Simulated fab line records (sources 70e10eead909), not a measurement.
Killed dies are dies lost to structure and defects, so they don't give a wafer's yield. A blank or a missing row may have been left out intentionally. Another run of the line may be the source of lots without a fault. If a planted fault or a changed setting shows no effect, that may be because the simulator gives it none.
A lot that was struck, set against a sound lot	flow nand harc	13 steps out of a route of 1159
Sound: wafers L154.2, L154.5, L154.6. The struck wafers were L146.2, L146.6. The cause is given at the end.
Order at every step that has rows: each side's tool, ch and its chambers, its first start. Under that, the readings that differ: sound wafers	struck wafers	difference of the means	sigmas: that difference in standard deviations of wafers without a fault.
alike: a reading whose means differ by less than 2 such deviations, as well as words and numbers matching on both sides. not compared: withheld readings; readings where some wafer has no value; bounds like >300 that might hide an equal value; numbers whose values overlap and for which the record gives no deviation.
The two part at a step that has a row with sigmas, a row that says differs or no value, or rows on one side only. Numbers that have no deviation but don't overlap get no sigmas and don't part them. A reading missing from all wafers of one side parts the sides only when that side holds two or more wafers.

first, 2 steps without rows for these wafers: NHARC_A_STAIRCASE_DESCUM_11 (chemistry O2, time 3 s); NHARC_A_STAIRCASE_TRIM_12 (chemistry O2, time 211.2 s).
NHARC_A_STAIRCASE_ETCH_13: etches the open film in C4F8/O2, target depth 100 nm, time 40.5 s.
  sound on rie diel-09 ch 0,1; struck on rie diel-09 ch 1,2
  alike: oes product au, rf vpp V
  not compared: rf hours counter h
then, 1 step without rows for these wafers: NHARC_A_STAIRCASE_TRIM_14 (chemistry O2, time 211.2 s).
NHARC_A_STAIRCASE_ETCH_15: etches the open film in C4F8/O2, target depth 100 nm, time 40.5 s.
  sound on rie diel-09 ch 0,2,3; struck on rie diel-09 ch 1,2
  alike: oes product au, rf vpp V
  not compared: rf hours counter h
then, 2 steps without rows for these wafers: NHARC_A_STAIRCASE_TRIM_16 (chemistry O2, time 211.2 s); NHARC_A_STAIRCASE_ETCH_17 (etches the open film in C4F8/O2, target depth 100 nm, time 40.5 s).
NHARC_A_STAIRCASE_TRIM_18: chemistry O2, time 211.2 s.
  sound on rie diel-09 ch 0,1,3; struck on rie diel-09 ch 3
  alike: drypump motor current A, oes product au, rf vpp V, showerhead plenum p Torr, throttle valve pct
  not compared: rf hours counter h
then, 2 steps without rows for these wafers: NHARC_A_STAIRCASE_ETCH_19 (etches the open film in C4F8/O2, target depth 100 nm, time 40.5 s); NHARC_A_STAIRCASE_TRIM_20 (chemistry O2, time 211.2 s).
NHARC_A_STAIRCASE_ETCH_21: etches the open film in C4F8/O2, target depth 100 nm, time 40.5 s.
  sound on rie diel-09 ch 1,2,3; struck on rie diel-04 ch 3
  alike: oes product au, rf vpp V
  not compared: rf hours counter h
NHARC_A_STAIRCASE_TRIM_22: chemistry O2, time 211.2 s.
  sound on rie diel-09 ch 0,2,3, day 15 11:04; struck on rie diel-04 ch 0,1, day 12 22:12
reading	sound	struck	difference	sigmas
oes product au (a.u.)	1.005 0.991 1.004	0.783 0.787	-0.215	-24
  alike: drypump motor current A, rf vpp V, showerhead plenum p Torr, throttle valve pct
  not compared: rf hours counter h
NHARC_A_STAIRCASE_ETCH_23: etches the open film in C4F8/O2, target depth 100 nm, time 40.5 s.
  sound on rie diel-09 ch 0,1,3; struck on rie diel-04 ch 2,3
  alike: oes product au, rf vpp V
  not compared: rf hours counter h

## WHERE THEY PART
Only at NHARC_A_STAIRCASE_TRIM_22, within this record. Later steps at which nothing parts them and some readings are alike: NHARC_A_STAIRCASE_ETCH_23.

WHY: what the simulator had put in
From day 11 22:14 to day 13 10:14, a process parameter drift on rie diel-04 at NHARC_A_STAIRCASE_TRIM_22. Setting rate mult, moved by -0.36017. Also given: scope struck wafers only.
